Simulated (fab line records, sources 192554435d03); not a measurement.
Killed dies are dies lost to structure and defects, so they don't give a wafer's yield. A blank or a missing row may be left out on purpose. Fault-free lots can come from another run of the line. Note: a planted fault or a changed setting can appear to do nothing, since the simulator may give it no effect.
Chamber matching :: flow n5Finfet :: N5_SDB_ETCH_17 on rieDiel-02 has 4 sister chambers
The step etches SiARC in CF4, target depth 23.4 nm, time 39 s. 4 wafers are shown with their chamber, then 10 later ones without.

== WAFERS, EACH WITH ITS CHAMBER ==
wafer: L086.1
chamber: 0
showerheadPlenumPTorr (Torr): 2.05

wafer: L086.4
chamber: 3
showerheadPlenumPTorr (Torr): 2.19

wafer: L091.3
chamber: 2
showerheadPlenumPTorr (Torr): 2.24

wafer: L091.5
chamber: 1
showerheadPlenumPTorr (Torr): 2.17

== WAFERS WITH NO CHAMBER GIVEN ==
wafer: L091.6
showerheadPlenumPTorr (Torr): 2.24

wafer: L093.2
showerheadPlenumPTorr (Torr): 2.04

wafer: L093.4
showerheadPlenumPTorr (Torr): 2.17

wafer: L093.6
showerheadPlenumPTorr (Torr): 2.17

wafer: L094.3
showerheadPlenumPTorr (Torr): 2.17

wafer: L094.5
showerheadPlenumPTorr (Torr): 2.24

wafer: L094.6
showerheadPlenumPTorr (Torr): 2.17

wafer: L097.1
showerheadPlenumPTorr (Torr): 2.18

wafer: L097.3
showerheadPlenumPTorr (Torr): 2.16

wafer: L097.6
showerheadPlenumPTorr (Torr): 2.04

== THE CHAMBER EACH PASSED THROUGH ==
wafer: L091.6
from the rows above: 2
in truth: 2

wafer: L093.2
from the rows above: 0
in truth: 0

wafer: L093.4
from the rows above: 1
in truth: 1

wafer: L093.6
from the rows above: 1
in truth: 1

wafer: L094.3
from the rows above: 1
in truth: 1

wafer: L094.5
from the rows above: 2
in truth: 2

wafer: L094.6
from the rows above: 1
in truth: 1

wafer: L097.1
from the rows above: can't be placed: 3 or 1
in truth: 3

wafer: L097.3
from the rows above: 1
in truth: 1

wafer: L097.6
from the rows above: 0
in truth: 0
Correctly placed: 9 of 10. Unplaceable from these rows: 1, with the true chamber sitting among the candidates in 1. Number placed wrongly: 0.
How it was worked out, from the rows above alone: a wafer's distance from a chamber is the root of the sum, over the readings, of the square of ((its reading less the chamber's mean) divided by the reading's scatter). The wafer belongs to the nearest chamber; if the next one is less than 2 further off, it can't be placed. A chamber's mean is the mean of its shown wafers. The scatter (one wafer shown for each chamber): square how far every hidden wafer sits from the nearest shown wafer, average those squares and take the square root.
